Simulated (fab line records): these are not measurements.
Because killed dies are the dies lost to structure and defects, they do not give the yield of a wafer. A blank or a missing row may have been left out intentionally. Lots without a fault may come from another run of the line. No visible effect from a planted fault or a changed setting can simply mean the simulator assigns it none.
Which tool is to blame? || flow nand_harc || route of 1302 steps, sampled at 1 step: 11 lots, 33 wafers

== WHAT EACH GAUGE READ, for each wafer ==
NHARC_A_CHANNEL_HOLE_D1_INSPECT_12.
{"lot": "L651", "measured": "day 9 11:27", "on": "defect_inspect-02", "raw_defect_count": "4 3 3"}
{"lot": "L652", "measured": "day 9 21:36", "on": "defect_inspect-01", "raw_defect_count": "5 6 11"}
{"lot": "L653", "measured": "day 9 22:24", "on": "defect_inspect-01", "raw_defect_count": "3 6 7"}
{"lot": "L654", "measured": "day 10 18:04", "on": "defect_inspect-02", "raw_defect_count": "5 4 8"}
{"lot": "L657", "measured": "day 12 00:32", "on": "defect_inspect-02", "raw_defect_count": "3 8 11"}
{"lot": "L658", "measured": "day 12 01:22", "on": "defect_inspect-02", "raw_defect_count": "2 6 7"}
{"lot": "L660", "measured": "day 12 23:56", "on": "defect_inspect-02", "raw_defect_count": "2 3 2"}
{"lot": "L662", "measured": "day 14 15:17", "on": "defect_inspect-02", "raw_defect_count": "5 8 8"}
{"lot": "L667", "measured": "day 16 06:55", "on": "defect_inspect-01", "raw_defect_count": "4 2 7"}
{"lot": "L671", "measured": "day 17 17:48", "on": "defect_inspect-02", "raw_defect_count": "6 3 10"}
{"lot": "L672", "measured": "day 18 02:14", "on": "defect_inspect-01", "raw_defect_count": "2 3 3"}

== EACH LOT AND THE TOOL THAT RAN IT (in order: tool; ch and the chambers of the sampled wafers; start) ==
The record holds no process step before these readings.

== WHAT THE TOOLS THEMSELVES READ (means of the sampled wafers that have a number; where no wafer has one, the mark that the record gives instead) ==
The record holds no such reading with a usual standard deviation.

== THE ANSWER, worked out from the rows above alone ==
Rule: usual is defined by the lots themselves. The widest of any qualifying gaps counts: lots, ordered by their means at a reading, are off when they make up no more than a third of the lots, leave a main group of 4 or more, and stand apart from it by 3 or more times the standard deviation of that group's means. Not used: any main group whose means are identical at the precision the tables above print for the reading. Also off: a lot with no number at a reading for which 4 or more lots have one. The other lots that the step has rows for count as sound. After the gauges, taken in route order, come the tools' own readings; for these a lot's mean is taken, as printed above. At the first step where some lot is off, the reading lying furthest off is the one used; lots without a number count as furthest.
No lot is off on any of the readings shown, so nothing can be concluded from this.

== WHAT WAS PUT IN BY THE SIMULATOR ==
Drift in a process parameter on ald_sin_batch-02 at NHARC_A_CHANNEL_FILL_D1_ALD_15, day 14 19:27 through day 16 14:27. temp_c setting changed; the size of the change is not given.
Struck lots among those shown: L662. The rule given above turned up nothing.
